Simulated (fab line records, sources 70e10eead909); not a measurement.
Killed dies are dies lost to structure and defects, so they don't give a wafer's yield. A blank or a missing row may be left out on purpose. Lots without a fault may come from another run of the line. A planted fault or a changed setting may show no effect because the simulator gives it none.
Chamber matching | flow nand_harc | NHARC_A_CHANNEL_FILL_D2_ALD_16 on ald_hk-02: 4 sister chambers
The step deposits SiO2, target thk 1.5 nm, pulse time 10 s, ald cycles 15. 8 wafers are shown with their chamber, then 10 later ones without.

WAFERS WITH THEIR CHAMBER
wafer  | chamber | heater_power_w (W) | precursor_pulse_height_rel
L081.6 | 3       | 416                | 0.954
L084.3 | 2       | 371                | 1.007
L086.3 | 3       | 430                | 0.965
L088.4 | 0       | 488                | 1.017
L088.5 | 2       | 372                | 1.035
L088.6 | 1       | 502                | 1.017
L093.2 | 1       | 495                | 1.001
L093.3 | 0       | 497                | 0.995

WAFERS WITHOUT THEIR CHAMBER
wafer  | heater_power_w (W) | precursor_pulse_height_rel
L093.5 | 382                | 1.017
L094.1 | 502                | 1.022
L094.3 | 491                | 0.982
L094.6 | 372                | 1.000
L095.1 | 420                | 1.008
L095.4 | 483                | 1.004
L095.5 | 484                | 0.959
L097.2 | 433                | 1.002
L097.4 | 483                | 1.005
L097.5 | 449                | 1.005

WHICH CHAMBER EACH WENT THROUGH
wafer  | from the rows above     | in truth
L093.5 | 2                       | 2
L094.1 | can't be placed: 1 or 0 | 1
L094.3 | can't be placed: 0 or 1 | 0
L094.6 | 2                       | 2
L095.1 | 3                       | 3
L095.4 | can't be placed: 0 or 1 | 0
L095.5 | can't be placed: 0 or 1 | 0
L097.2 | 3                       | 3
L097.4 | can't be placed: 0 or 1 | 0
L097.5 | can't be placed: 3 or 0 | 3
Placed correctly: 4 of 10. Can't be placed from these rows: 6 (the true chamber is among the candidates in 6). Placed wrongly: 0.
How it was worked out, from the rows above alone: a wafer's distance from a chamber is the root of the sum, over the readings, of the square of ((its reading less the chamber's mean) divided by the reading's scatter). The wafer belongs to the nearest chamber; if the next one is less than 2 further off, it can't be placed. A chamber's mean is the mean of its shown wafers. The scatter: the root of (the sum of the squares of (reading less its chamber's mean) over the shown wafers, divided by (wafers less chambers)).
